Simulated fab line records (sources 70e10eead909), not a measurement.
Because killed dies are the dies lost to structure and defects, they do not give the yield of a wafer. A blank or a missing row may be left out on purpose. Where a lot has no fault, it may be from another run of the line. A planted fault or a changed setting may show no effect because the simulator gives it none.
A single fault, viewed from 2 desks | flow nand_harc | each desk holds nothing but its own numbers, with what lay behind them at the end

== METROLOGY DESK ==
Means of the sampled wafers that have a number, per lot and without regard to the tool the lot ran on: this is what the gauges read. If a lot's mean is further than 4 standard deviations from the usual mean, the lot is out of limits and carries the mark OUT (the distance appears in the brackets).
Columns: A = cd_nm at NHARC_THIN_TSV_CD_MEAS_33, usual 4999.6 nm
lot  | first seen here | A
L236 | day 24 04:21    | 5001.0
L237 | day 24 12:46    | 4997.8
L238 | day 25 04:46    | 5000.4
L243 | day 26 11:18    | 4999.2
L240 | day 26 12:23    | 4999.3
L242 | day 26 20:01    | 4998.9
L244 | day 27 16:27    | 5001.5
L247 | day 27 21:16    | 5000.9
L251 | day 30 02:07    | 4998.8
L255 | day 31 20:12    | 4999.7
L256 | day 32 17:53    | 4999.5
L257 | day 32 19:05    | 5000.1
L259 | day 34 05:14    | 5000.2
This desk found nothing out of limits on any of the 13 lots.

== THE TOOL OWNER'S DESK: lpcvd_poly-03 ==
The tool's own readings at NHARC_A_CHANNEL_FILL_D2_CVD_09 (deposits poly-Si, target thk 150 nm, time 3000 s): means of the sampled wafers that have a number, for each lot that ran on this tool. If a lot's mean is further than 4 standard deviations from the usual mean, the lot is out of limits and carries the mark OUT (the distance appears in the brackets).
Columns: A = spike_tc_centre_C at NHARC_A_CHANNEL_FILL_D2_CVD_09, usual 620.3 C; B = tube_center_temp_C at NHARC_A_CHANNEL_FILL_D2_CVD_09, usual 619.99 C
lot  | first seen here | A     | B
L236 | day 15 13:47    | 620.6 | 620.02
L238 | day 16 15:53    | 619.9 | 620.00
L247 | day 20 01:05    | 620.8 | 619.99
L251 | day 21 18:43    | 619.1 | 619.98
L255 | day 23 09:48    | 620.4 | 619.97
L256 | day 23 09:48    | 620.0 | 620.03
This desk found nothing out of limits on any of the 6 lots.

== BROUGHT TOGETHER ==
The metrology desk saw nothing out of limits.
Nothing out of limits was seen by the tool owner's desk.

== WHAT HAD BEEN PUT IN BY THE SIMULATOR ==
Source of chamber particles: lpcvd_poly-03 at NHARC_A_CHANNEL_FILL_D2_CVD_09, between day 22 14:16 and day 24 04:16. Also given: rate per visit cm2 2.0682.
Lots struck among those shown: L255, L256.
